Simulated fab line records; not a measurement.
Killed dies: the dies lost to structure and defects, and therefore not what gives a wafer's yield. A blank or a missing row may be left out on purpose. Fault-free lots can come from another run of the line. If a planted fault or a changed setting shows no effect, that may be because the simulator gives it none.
What tool caused it? | flow n5Finfet | 72 wafers from 24 lots sampled at 4 of the route's 1938 steps

## WHAT THE GAUGES READ, wafer by wafer
N5_BEOL_M12_INSPECT_12: inspects for defects (macro). Usual: 2.2 for rawDefectCount, sd 1.5.
lot  | measured     | on               | rawDefectCount | flag
L074 | day 10 02:25 | defectInspect-02 | 3 6 2          | 
L075 | day 10 13:20 | defectInspect-01 | 1 4 5          | 
L077 | day 10 20:16 | defectInspect-01 | 1 0 1          | 
L078 | day 11 00:42 | defectInspect-01 | 3 3 2          | 
L076 | day 11 02:21 | defectInspect-02 | 3 2 2          | 
L080 | day 11 10:00 | defectInspect-01 | 1 3 3          | 
L079 | day 11 19:26 | defectInspect-01 | 2 3 1          | 
L082 | day 12 11:37 | defectInspect-02 | 5 2 1          | 
L081 | day 12 12:47 | defectInspect-01 | 3 1 6          | 
L083 | day 12 18:01 | defectInspect-01 | 3 3 1          | 
L084 | day 12 20:49 | defectInspect-01 | 5 3 1          | 
L085 | day 13 03:50 | defectInspect-01 | 1 1 3          | 
L086 | day 13 02:47 | defectInspect-02 | 1 2 1          | 
L087 | day 13 17:35 | defectInspect-02 | 0 0 2          | 
L089 | day 13 20:22 | defectInspect-01 | 1 1 4          | 
L088 | day 14 05:14 | defectInspect-02 | 2 0 4          | 
L090 | day 14 16:09 | defectInspect-02 | 6 2 4          | 
L091 | day 14 14:37 | defectInspect-02 | 2 3 5          | 
L092 | day 15 05:35 | defectInspect-01 | 2 3 4          | 
L093 | day 15 09:14 | defectInspect-02 | 1 2 2          | 
L094 | day 15 11:16 | defectInspect-02 | 0 2 2          | 
L095 | day 16 02:55 | defectInspect-02 | 3 2 1          | 
L097 | day 16 04:08 | defectInspect-02 | 2 2 2          | 
L096 | day 16 09:31 | defectInspect-02 | 3 1 3          | 

## WHAT TOOL EACH LOT RAN ON (gives the tool, then ch and the chambers of the sampled wafers, and finally the start)
lot  | N5_BEOL_M10_SURFACE_TREAT_76 | N5_BEOL_M10_DEP_56              | N5_BEOL_M11_HM_DEP_02
L074 | pvdSputter-02, day 9 16:10   | pecvd-01 ch 0,1, day 9 18:01    | pvdSputter-01, day 9 19:08
L075 | pvdSputter-01, day 10 01:11  | pecvd-01 ch 1,2, day 10 02:39   | pvdSputter-01, day 10 04:53
L077 | pvdSputter-03, day 10 09:40  | pecvd-01 ch 0,1,2, day 10 10:53 | pvdSputter-02, day 10 13:58
L078 | pvdSputter-02, day 10 13:49  | pecvd-01 ch 0,2, day 10 15:13   | pvdSputter-03, day 10 17:11
L076 | pvdSputter-01, day 10 15:56  | pecvd-04 ch 1,2, day 10 18:03   | pvdSputter-02, day 10 18:52
L080 | pvdSputter-03, day 10 22:49  | pecvd-01 ch 0,1,2, day 11 00:02 | pvdSputter-01, day 11 02:09
L079 | pvdSputter-01, day 11 08:31  | pecvd-04 ch 0,1, day 11 09:36   | pvdSputter-02, day 11 14:08
L082 | pvdSputter-03, day 12 01:52  | pecvd-01 ch 0,1,2, day 12 02:58 | pvdSputter-03, day 12 05:22
L081 | pvdSputter-01, day 12 02:44  | pecvd-04 ch 1,2, day 12 03:49   | pvdSputter-02, day 12 05:31
L083 | pvdSputter-02, day 12 06:07  | pecvd-04 ch 1,2, day 12 07:19   | pvdSputter-03, day 12 08:50
L084 | pvdSputter-03, day 12 12:26  | pecvd-03 ch 0,1, day 12 13:59   | pvdSputter-03, day 12 15:26
L085 | pvdSputter-02, day 12 18:24  | pecvd-04 ch 0,1,2, day 12 19:28 | pvdSputter-03, day 12 20:50
L086 | pvdSputter-01, day 12 18:43  | pecvd-04 ch 0,1, day 12 19:47   | pvdSputter-03, day 12 21:06
L087 | pvdSputter-01, day 13 06:09  | pecvd-03 ch 0,1, day 13 09:14   | pvdSputter-01, day 13 10:44
L089 | pvdSputter-02, day 13 10:20  | pecvd-04 ch 0,1,2, day 13 11:41 | pvdSputter-01, day 13 14:10
L088 | pvdSputter-01, day 13 17:41  | pecvd-01 ch 0,1,2, day 13 18:52 | pvdSputter-03, day 13 21:35
L090 | pvdSputter-02, day 14 03:09  | pecvd-04 ch 1,2, day 14 04:26   | pvdSputter-01, day 14 09:04
L091 | pvdSputter-01, day 14 04:06  | pecvd-01 ch 0,1,2, day 14 05:53 | pvdSputter-03, day 14 09:29
L092 | pvdSputter-03, day 14 20:13  | pecvd-03 ch 0,1,2, day 14 22:23 | pvdSputter-03, day 14 23:31
L093 | pvdSputter-01, day 14 23:13  | pecvd-01 ch 1,2, day 15 00:23   | pvdSputter-01, day 15 02:10
L094 | pvdSputter-03, day 14 23:52  | pecvd-04 ch 0,1,2, day 15 02:52 | pvdSputter-03, day 15 04:18
L095 | pvdSputter-03, day 15 17:07  | pecvd-04 ch 0,1, day 15 18:13   | pvdSputter-02, day 15 20:35
L097 | pvdSputter-02, day 15 20:04  | pecvd-01 ch 0,1,2, day 15 21:20 | pvdSputter-03, day 15 22:14
L096 | pvdSputter-02, day 15 21:37  | pecvd-01 ch 0,1,2, day 15 23:04 | pvdSputter-02, day 16 00:59
- N5_BEOL_M10_SURFACE_TREAT_76
- N5_BEOL_M10_DEP_56: deposits SiCN from 3MS/NH3, target thk 15 nm, time 26.5 s.
- N5_BEOL_M11_HM_DEP_02: deposits TiN, target thk 20 nm.

## AS READ BY THE TOOLS THEMSELVES (means over the sampled wafers that have a number; for cases with no such wafer, the mark the record gives instead)
N5_BEOL_M10_DEP_56. Usual: showerheadPlenumPTorr 3.662 Torr, standard deviation 0.0086; throttleValvePct 8.8 %, standard deviation 0.44.
lot  | tool     | showerheadPlenumPTorr (Torr) | throttleValvePct (%) | flag
L074 | pecvd-01 | 3.667                        | 8.5                  | 
L075 | pecvd-01 | 3.664                        | 8.4                  | 
L077 | pecvd-01 | 3.664                        | 8.9                  | 
L078 | pecvd-01 | 3.662                        | 8.9                  | 
L076 | pecvd-04 | 3.661                        | 9.0                  | 
L080 | pecvd-01 | 3.664                        | 8.8                  | 
L079 | pecvd-04 | 3.660                        | 8.7                  | 
L082 | pecvd-01 | 3.665                        | 8.8                  | 
L081 | pecvd-04 | 3.659                        | 8.8                  | 
L083 | pecvd-04 | 3.659                        | 8.9                  | 
L084 | pecvd-03 | 3.659                        | 9.5                  | 
L085 | pecvd-04 | 3.666                        | 8.7                  | 
L086 | pecvd-04 | 3.659                        | 8.6                  | 
L087 | pecvd-03 | 3.663                        | 9.4                  | 
L089 | pecvd-04 | 3.665                        | 8.7                  | 
L088 | pecvd-01 | 3.662                        | 8.6                  | 
L090 | pecvd-04 | 3.660                        | 8.9                  | 
L091 | pecvd-01 | 3.664                        | 8.9                  | 
L092 | pecvd-03 | 3.660                        | 9.3                  | 
L093 | pecvd-01 | 3.665                        | 8.8                  | 
L094 | pecvd-04 | 3.662                        | 8.8                  | 
L095 | pecvd-04 | 3.654                        | 8.8                  | 
L097 | pecvd-01 | 3.661                        | 9.0                  | 
L096 | pecvd-01 | 3.665                        | 8.7                  | 

N5_BEOL_M11_HM_DEP_02. Usual: 30.0 % for throttleValvePct, sd 0.95.
lot  | tool          | throttleValvePct (%) | flag
L074 | pvdSputter-01 | 31.2                 | 
L075 | pvdSputter-01 | 30.7                 | 
L077 | pvdSputter-02 | 30.9                 | 
L078 | pvdSputter-03 | 29.6                 | 
L076 | pvdSputter-02 | 30.8                 | 
L080 | pvdSputter-01 | 29.9                 | 
L079 | pvdSputter-02 | 30.3                 | 
L082 | pvdSputter-03 | 29.6                 | 
L081 | pvdSputter-02 | 30.1                 | 
L083 | pvdSputter-03 | 29.2                 | 
L084 | pvdSputter-03 | 30.2                 | 
L085 | pvdSputter-03 | 30.0                 | 
L086 | pvdSputter-03 | 29.3                 | 
L087 | pvdSputter-01 | 30.8                 | 
L089 | pvdSputter-01 | 30.8                 | 
L088 | pvdSputter-03 | 29.5                 | 
L090 | pvdSputter-01 | 30.7                 | 
L091 | pvdSputter-03 | 29.4                 | 
L092 | pvdSputter-03 | 29.2                 | 
L093 | pvdSputter-01 | 29.8                 | 
L094 | pvdSputter-03 | 29.5                 | 
L095 | pvdSputter-02 | 31.1                 | 
L097 | pvdSputter-03 | 29.4                 | 
L096 | pvdSputter-02 | 30.2                 | 

## THE ANSWER, worked out from the rows above alone
Rule: a lot counts as off when the mean over its wafers that have a number is more than 3 standard deviations away from the usual mean. A lot without any number at a reading at which 4 lots or more have one is off too. All remaining lots with rows at the step are treated as sound. After the gauges, taken in route order, come the tools' own readings; for these a lot's mean is taken, as printed above. The first step at which some lot is off is used, and at that step the reading that is off furthest; a lot without a number counts as furthest.
Across all readings shown, no lot is off: no conclusion can be drawn from this.

## WHAT THE SIMULATOR HAD PUT IN
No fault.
